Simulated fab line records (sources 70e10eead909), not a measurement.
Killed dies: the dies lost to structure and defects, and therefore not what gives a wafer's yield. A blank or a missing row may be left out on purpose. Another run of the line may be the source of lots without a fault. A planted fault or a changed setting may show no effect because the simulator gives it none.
A sampling plan put to the test / flow nandHarc / one fab line, 23 faults that these records tell of, each judged on the records of the lots that it struck
The plan is the line's own looks: the steps of the route at which a gauge or an inspection reads the wafer and doesn't change it. A look is open to judgement when struck wafers have a number at it and the file gives its usual mean and standard deviation on fault-free wafers. Caught: a look later than the fault's first step finds the struck wafers' mean 4 or more of those standard deviations (sigma) from the usual mean. On the tool: here the same test is run on the tool's own readings at the fault's steps. It also counts as caught if the struck wafers ran another recipe or if their record alone is blank.

## THE FAULTS, as the simulator had put them in
1. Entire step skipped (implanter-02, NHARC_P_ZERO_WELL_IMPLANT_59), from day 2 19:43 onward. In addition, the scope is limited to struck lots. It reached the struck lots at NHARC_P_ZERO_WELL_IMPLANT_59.
2. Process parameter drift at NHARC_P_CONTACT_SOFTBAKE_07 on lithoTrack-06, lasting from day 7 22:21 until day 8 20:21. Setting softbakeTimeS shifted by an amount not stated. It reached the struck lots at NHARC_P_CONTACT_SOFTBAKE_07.
3. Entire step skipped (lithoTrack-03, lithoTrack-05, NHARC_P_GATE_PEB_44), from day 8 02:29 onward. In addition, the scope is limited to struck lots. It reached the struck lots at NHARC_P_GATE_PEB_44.
4. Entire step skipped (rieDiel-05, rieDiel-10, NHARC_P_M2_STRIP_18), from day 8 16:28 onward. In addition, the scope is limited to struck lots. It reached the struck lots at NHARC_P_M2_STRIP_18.
5. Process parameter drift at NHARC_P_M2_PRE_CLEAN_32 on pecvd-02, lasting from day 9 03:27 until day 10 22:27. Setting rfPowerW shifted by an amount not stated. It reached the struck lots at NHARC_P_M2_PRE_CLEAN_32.
6. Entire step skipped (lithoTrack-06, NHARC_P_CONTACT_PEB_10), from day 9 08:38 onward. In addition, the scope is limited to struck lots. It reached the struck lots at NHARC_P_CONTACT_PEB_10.
7. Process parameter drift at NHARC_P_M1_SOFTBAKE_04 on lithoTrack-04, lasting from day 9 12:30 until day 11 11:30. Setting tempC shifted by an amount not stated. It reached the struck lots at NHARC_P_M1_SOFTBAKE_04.
8. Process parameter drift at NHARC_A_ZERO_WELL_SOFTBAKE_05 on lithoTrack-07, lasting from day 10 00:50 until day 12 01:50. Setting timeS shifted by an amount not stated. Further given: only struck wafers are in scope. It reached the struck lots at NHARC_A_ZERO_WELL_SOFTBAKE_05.
9. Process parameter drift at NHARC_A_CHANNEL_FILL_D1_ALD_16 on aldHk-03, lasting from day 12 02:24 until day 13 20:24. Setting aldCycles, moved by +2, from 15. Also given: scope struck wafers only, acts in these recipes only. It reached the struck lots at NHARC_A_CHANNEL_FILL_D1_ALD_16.
10. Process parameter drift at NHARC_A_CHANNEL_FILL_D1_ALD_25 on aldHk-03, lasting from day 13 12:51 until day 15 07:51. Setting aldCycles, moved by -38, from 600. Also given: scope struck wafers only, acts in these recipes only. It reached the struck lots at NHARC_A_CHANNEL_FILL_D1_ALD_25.
11. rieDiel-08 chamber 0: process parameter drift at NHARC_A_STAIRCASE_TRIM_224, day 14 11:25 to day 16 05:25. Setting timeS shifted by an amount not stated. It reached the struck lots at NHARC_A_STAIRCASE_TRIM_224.
12. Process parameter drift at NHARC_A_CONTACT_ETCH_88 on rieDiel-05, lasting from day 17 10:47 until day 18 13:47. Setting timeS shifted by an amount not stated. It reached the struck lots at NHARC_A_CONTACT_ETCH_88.
13. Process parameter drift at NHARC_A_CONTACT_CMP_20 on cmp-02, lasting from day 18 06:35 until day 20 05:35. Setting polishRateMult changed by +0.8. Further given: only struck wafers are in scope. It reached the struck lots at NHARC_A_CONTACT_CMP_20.
14. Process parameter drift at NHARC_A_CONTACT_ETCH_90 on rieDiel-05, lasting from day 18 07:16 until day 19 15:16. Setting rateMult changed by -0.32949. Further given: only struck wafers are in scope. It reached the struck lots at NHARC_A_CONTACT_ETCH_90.
15. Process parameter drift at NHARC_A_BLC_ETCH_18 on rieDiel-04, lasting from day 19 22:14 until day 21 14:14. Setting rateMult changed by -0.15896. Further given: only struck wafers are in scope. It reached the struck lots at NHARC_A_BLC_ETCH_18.
16. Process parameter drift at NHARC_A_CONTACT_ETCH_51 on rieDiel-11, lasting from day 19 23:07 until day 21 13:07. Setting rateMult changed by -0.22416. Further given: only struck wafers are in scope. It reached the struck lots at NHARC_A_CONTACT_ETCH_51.
17. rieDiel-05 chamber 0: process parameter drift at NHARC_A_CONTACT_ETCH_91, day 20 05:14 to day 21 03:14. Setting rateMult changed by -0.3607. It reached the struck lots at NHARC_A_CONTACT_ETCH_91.
18. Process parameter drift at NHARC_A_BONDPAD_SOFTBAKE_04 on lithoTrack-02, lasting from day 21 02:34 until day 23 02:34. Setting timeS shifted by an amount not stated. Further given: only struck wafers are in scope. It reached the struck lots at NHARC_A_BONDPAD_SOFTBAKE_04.
19. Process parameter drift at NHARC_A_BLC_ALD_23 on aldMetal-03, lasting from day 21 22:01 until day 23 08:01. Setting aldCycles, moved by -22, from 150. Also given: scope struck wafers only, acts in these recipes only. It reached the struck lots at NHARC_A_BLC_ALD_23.
20. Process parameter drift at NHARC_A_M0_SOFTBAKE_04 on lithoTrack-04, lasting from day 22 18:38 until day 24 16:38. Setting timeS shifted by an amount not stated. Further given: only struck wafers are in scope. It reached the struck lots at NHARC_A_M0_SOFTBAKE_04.
21. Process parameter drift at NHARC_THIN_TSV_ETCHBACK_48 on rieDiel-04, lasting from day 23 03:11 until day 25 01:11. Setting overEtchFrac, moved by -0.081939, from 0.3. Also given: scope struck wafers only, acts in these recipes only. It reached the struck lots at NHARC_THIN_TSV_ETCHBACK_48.
22. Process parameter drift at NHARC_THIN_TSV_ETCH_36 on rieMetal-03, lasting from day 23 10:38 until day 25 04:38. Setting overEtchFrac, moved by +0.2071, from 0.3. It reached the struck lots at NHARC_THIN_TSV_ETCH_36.
23. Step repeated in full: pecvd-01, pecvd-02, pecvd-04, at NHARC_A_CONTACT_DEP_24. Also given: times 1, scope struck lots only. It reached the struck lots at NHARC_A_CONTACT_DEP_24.

## WHAT THE PLAN SAW
fault=1; on the tool itself=the tool's record is blank for the struck wafers; first look that catches it=no look after it can be judged; reading, sigma=-; median hours from its first step to that look=-; hours from the fault's start to the first struck lot there=-; judged looks passed uncaught=0
fault=2; on the tool itself=heaterPowerTotalW +99 or beyond sigma; first look that catches it=no look after it can be judged; reading, sigma=-; median hours from its first step to that look=-; hours from the fault's start to the first struck lot there=-; judged looks passed uncaught=0
fault=3; on the tool itself=the tool's record is blank for the struck wafers; first look that catches it=no look after it can be judged; reading, sigma=-; median hours from its first step to that look=-; hours from the fault's start to the first struck lot there=-; judged looks passed uncaught=0
fault=4; on the tool itself=the tool's record is blank for the struck wafers; first look that catches it=NHARC_END_SORT_01; reading, sigma=killedAtPeriphery +99 or beyond; median hours from its first step to that look=317.8; hours from the fault's start to the first struck lot there=327; judged looks passed uncaught=0
fault=5; on the tool itself=rfFwdPowerW +15 sigma; first look that catches it=not the one look that can be judged after it; reading, sigma=-; median hours from its first step to that look=-; hours from the fault's start to the first struck lot there=-; judged looks passed uncaught=1
fault=6; on the tool itself=the tool's record is blank for the struck wafers; first look that catches it=no look after it can be judged; reading, sigma=-; median hours from its first step to that look=-; hours from the fault's start to the first struck lot there=-; judged looks passed uncaught=0
fault=7; on the tool itself=heaterPowerTotalW -97 sigma; first look that catches it=none of the 2 looks that can be judged after it; reading, sigma=-; median hours from its first step to that look=-; hours from the fault's start to the first struck lot there=-; judged looks passed uncaught=2
fault=8; on the tool itself=heaterPowerTotalW +5.0 sigma; first look that catches it=not the one look that can be judged after it; reading, sigma=-; median hours from its first step to that look=-; hours from the fault's start to the first struck lot there=-; judged looks passed uncaught=1
fault=9; on the tool itself=under 2 sigma; first look that catches it=no look after it can be judged; reading, sigma=-; median hours from its first step to that look=-; hours from the fault's start to the first struck lot there=-; judged looks passed uncaught=0
fault=10; on the tool itself=under 2 sigma; first look that catches it=no look after it can be judged; reading, sigma=-; median hours from its first step to that look=-; hours from the fault's start to the first struck lot there=-; judged looks passed uncaught=0
fault=11; on the tool itself=runLengthS -99 or beyond sigma; first look that catches it=no look after it can be judged; reading, sigma=-; median hours from its first step to that look=-; hours from the fault's start to the first struck lot there=-; judged looks passed uncaught=0
fault=12; on the tool itself=runLengthS -40 sigma; first look that catches it=not the one look that can be judged after it; reading, sigma=-; median hours from its first step to that look=-; hours from the fault's start to the first struck lot there=-; judged looks passed uncaught=1
fault=13; on the tool itself=timeToEndpointS -13 sigma; first look that catches it=no look after it can be judged; reading, sigma=-; median hours from its first step to that look=-; hours from the fault's start to the first struck lot there=-; judged looks passed uncaught=0
fault=14; on the tool itself=oesProductAu -5.3 sigma; first look that catches it=not the one look that can be judged after it; reading, sigma=strongest: killedAtOther at NHARC_END_SORT_01, +3.4; median hours from its first step to that look=-; hours from the fault's start to the first struck lot there=-; judged looks passed uncaught=1
fault=15; on the tool itself=only faintly: oesProductAu -3.9 sigma; first look that catches it=NHARC_END_SORT_01; reading, sigma=killedDies +66; median hours from its first step to that look=50.1; hours from the fault's start to the first struck lot there=49; judged looks passed uncaught=0
fault=16; on the tool itself=oesProductAu -18 sigma; first look that catches it=NHARC_END_SORT_01; reading, sigma=killedDies +23; median hours from its first step to that look=87.1; hours from the fault's start to the first struck lot there=87; judged looks passed uncaught=0
fault=17; on the tool itself=oesProductAu -7.3 sigma; first look that catches it=no look after it can be judged; reading, sigma=-; median hours from its first step to that look=-; hours from the fault's start to the first struck lot there=-; judged looks passed uncaught=0
fault=18; on the tool itself=heaterPowerTotalW +35 sigma; first look that catches it=not the one look that can be judged after it; reading, sigma=-; median hours from its first step to that look=-; hours from the fault's start to the first struck lot there=-; judged looks passed uncaught=1
fault=19; on the tool itself=under 2 sigma; first look that catches it=no look after it can be judged; reading, sigma=-; median hours from its first step to that look=-; hours from the fault's start to the first struck lot there=-; judged looks passed uncaught=0
fault=20; on the tool itself=heaterPowerTotalW +54 sigma; first look that catches it=no look after it can be judged; reading, sigma=-; median hours from its first step to that look=-; hours from the fault's start to the first struck lot there=-; judged looks passed uncaught=0
fault=21; on the tool itself=under 2 sigma; first look that catches it=no look after it can be judged; reading, sigma=-; median hours from its first step to that look=-; hours from the fault's start to the first struck lot there=-; judged looks passed uncaught=0
fault=22; on the tool itself=under 2 sigma; first look that catches it=no look after it can be judged; reading, sigma=-; median hours from its first step to that look=-; hours from the fault's start to the first struck lot there=-; judged looks passed uncaught=0
fault=23; on the tool itself=under 2 sigma; first look that catches it=not the one look that can be judged after it; reading, sigma=-; median hours from its first step to that look=-; hours from the fault's start to the first struck lot there=-; judged looks passed uncaught=1
A dash: this means the fault isn't caught or the number doesn't appear in these records.

Caught at a look: 3 of 23. Caught on the tool: 16 of 23. By one or the other: 17 of 23.
Faults 1, 2, 3, 5, 6, 7, 8, 11, 12, 13, 14, 17, 18, 20 were caught on the tool alone.
Caught at a look alone: fault 15.
Caught by neither: faults 9, 10, 19, 21, 22, 23.

## THINNER SAMPLING
In the worst case, this is how late the first struck lot would be measured if the look that catches a fault measured only every second or every third lot, by lot number:
fault=4; struck lots at that look, in order of time=L910, L912; every lot=327 h; every second lot=may miss all 2; every third lot=may miss all 2
fault=15; struck lots at that look, in order of time=L438, L441; every lot=49 h; every second lot=90 h; every third lot=may miss all 2
fault=16; struck lots at that look, in order of time=L421, L422, L424; every lot=87 h; every second lot=87 h; every third lot=may miss all 3
Hours count from the start of the fault until the first struck lot that is measured. The limit of 4 sigma was tested on all struck wafers together, so one lot alone may lie under it. Other struck lots may not be in these records.

## THE LONGEST TIMED WAY FROM STEP TO LOOK
Fault 4: a median of 317.8 hours passes between NHARC_P_M2_STRIP_18 and NHARC_END_SORT_01. No look between them can be judged.
